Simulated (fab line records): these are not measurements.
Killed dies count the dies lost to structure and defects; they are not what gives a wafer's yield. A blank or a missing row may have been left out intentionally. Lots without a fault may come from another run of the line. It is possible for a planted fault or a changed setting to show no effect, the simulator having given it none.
Chamber matching    flow n5-finfet    uv-cure-01 running N5_BEOL_M8_CURE_75: 3 sister chambers
The step cures SiCOH lowk, time 120 s. 18 wafers are shown with their chamber, then 9 later ones without.

EACH WAFER AND ITS CHAMBER
wafer   chamber  wafer_temp_C_max  lamp-power-pct (%)
L074.1  2        371.1             52.34
L074.4  2        371.2             52.38
L074.5  2        371.7             52.30
L077.2  0        371.3             52.32
L077.3  0        371.0             52.30
L077.5  0        371.2             52.33
L081.3  1        371.4             52.28
L081.4  1        371.5             52.31
L081.6  1        371.4             52.40
L082.1  2        371.7             52.27
L082.2  2        371.3             52.22
L082.3  2        371.4             52.29
L082.4  2        371.1             52.37
L082.5  2        372.1             52.33
L082.6  2        371.6             52.40
L084.1  1        371.2             52.33
L084.5  1        371.0             52.37
L084.6  1        370.8             52.38

SIGNATURES, as means of the wafers listed above
reading           chamber 0  chamber 1  chamber 2  scatter within a chamber
wafer_temp_C_max  371.167    371.217    371.467    0.296
lamp-power-pct    52.3167    52.3450    52.3222    0.0502
Rule: for each reading, subtract the chamber's mean from the wafer's reading, divide by that reading's scatter and square the result; add these up over the readings and take the root, which gives the wafer's distance from the chamber. If the next closest chamber is less than 2 further off than the closest, the wafer can't be placed; otherwise it belongs to the closest. The scatter: take each reading less its chamber's mean, square it, sum over the shown wafers, divide by the number of wafers less the number of chambers, and take the root.

WAFERS WHOSE CHAMBER IS MISSING
wafer   wafer_temp_C_max  lamp-power-pct (%)
L093.1  371.1             52.25
L093.2  371.5             52.36
L093.5  371.2             52.27
L091.2  371.1             52.28
L091.3  371.4             52.40
L091.5  370.9             52.32
L094.2  370.7             52.26
L094.3  370.8             52.31
L094.4  371.2             52.35

WHICH CHAMBER EACH WENT THROUGH
wafer   from the rows above           in truth
L093.1  can't be placed: 0 or 2 or 1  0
L093.2  can't be placed: 2 or 1 or 0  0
L093.5  can't be placed: 0 or 2 or 1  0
L091.2  can't be placed: 0 or 1 or 2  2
L091.3  can't be placed: 1 or 2 or 0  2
L091.5  can't be placed: 0 or 1 or 2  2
L094.2  can't be placed: 0 or 1 or 2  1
L094.3  can't be placed: 0 or 1 or 2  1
L094.4  can't be placed: 1 or 0 or 2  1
Placed correctly: 0 of 9. Not placeable from these rows: 9 (in 9, the candidates include the true chamber). Number placed wrongly: 0.
